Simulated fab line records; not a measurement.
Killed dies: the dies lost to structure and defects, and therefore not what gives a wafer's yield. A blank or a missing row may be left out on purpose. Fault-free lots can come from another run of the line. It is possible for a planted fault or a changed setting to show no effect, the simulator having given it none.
Chamber matching + flow n5Finfet + N5_BEOL_M0_SAQP_ETCH_73 on rieDiel-05: 4 sister chambers
The step etches SiARC in CF4, target depth 19.5 nm, time 32.5 s. 16 wafers are shown with their chamber, then 8 later ones without.

## EACH WAFER AND ITS CHAMBER
| wafer  | chamber | drypumpMotorCurrentA (A) | showerheadPlenumPTorr (Torr) | throttleValvePct (%) |
|--------|---------|--------------------------|------------------------------|----------------------|
| L074.1 | 3       | 5.8                      | 2.20                         | 15.87                |
| L074.3 | 1       | 6.0                      | 2.15                         | 15.60                |
| L074.5 | 1       | 6.0                      | 2.15                         | 15.62                |
| L077.2 | 3       | 5.8                      | 2.20                         | 15.87                |
| L077.3 | 0       | 6.1                      | 2.22                         | 15.85                |
| L077.4 | 2       | 5.0                      | 2.06                         | 15.51                |
| L078.1 | 2       | 5.0                      | 2.06                         | 15.50                |
| L078.3 | 3       | 5.8                      | 2.20                         | 15.86                |
| L078.6 | 1       | 6.0                      | 2.15                         | 15.62                |
| L084.3 | 3       | 5.7                      | 2.20                         | 15.87                |
| L084.4 | 1       | 6.0                      | 2.14                         | 15.64                |
| L084.6 | 0       | 6.1                      | 2.22                         | 15.86                |
| L089.2 | 3       | 5.8                      | 2.19                         | 15.92                |
| L089.3 | 2       | 5.0                      | 2.06                         | 15.56                |
| L089.5 | 2       | 5.0                      | 2.06                         | 15.57                |
| L091.1 | 3       | 5.8                      | 2.19                         | 15.91                |

SIGNATURES, as means of the wafers listed above
| reading               | chamber 0 | chamber 1 | chamber 2 | chamber 3 | scatter within a chamber |
|-----------------------|-----------|-----------|-----------|-----------|--------------------------|
| drypumpMotorCurrentA  | 6.100     | 6.000     | 5.000     | 5.783     | 0.0264                   |
| showerheadPlenumPTorr | 2.2200    | 2.1475    | 2.0600    | 2.1967    | 0.00417                  |
| throttleValvePct      | 15.8550   | 15.6200   | 15.5350   | 15.8833   | 0.0253                   |
Rule: a wafer's distance from a chamber is the root of the sum, over the readings, of the square of ((its reading less the chamber's mean) divided by the reading's scatter). If the next closest chamber is less than 2 further off than the closest, the wafer can't be placed; otherwise it belongs to the closest. The scatter is the square root of a quotient: the sum, over the shown wafers, of each reading's squared deviation from its chamber's mean, divided by wafers minus chambers.

## WAFERS WHOSE CHAMBER IS MISSING
| wafer  | drypumpMotorCurrentA (A) | showerheadPlenumPTorr (Torr) | throttleValvePct (%) |
|--------|--------------------------|------------------------------|----------------------|
| L091.4 | 6.1                      | 2.22                         | 15.89                |
| L091.6 | 6.1                      | 2.22                         | 15.89                |
| L094.3 | 5.8                      | 2.19                         | 15.92                |
| L094.5 | 5.8                      | 2.19                         | 15.92                |
| L094.6 | 6.0                      | 2.14                         | 15.68                |
| L096.3 | 6.1                      | 2.21                         | 15.91                |
| L096.4 | 5.0                      | 2.05                         | 15.58                |
| L096.5 | 6.0                      | 2.14                         | 15.68                |

## CHAMBER TAKEN BY EACH
| wafer  | from the rows above | in truth |
|--------|---------------------|----------|
| L091.4 | 0                   | 0        |
| L091.6 | 0                   | 0        |
| L094.3 | 3                   | 3        |
| L094.5 | 3                   | 3        |
| L094.6 | 1                   | 1        |
| L096.3 | 0                   | 0        |
| L096.4 | 2                   | 2        |
| L096.5 | 1                   | 1        |
8 of 8 placed correctly. Not placeable from these rows: 0. Placed wrongly: 0.
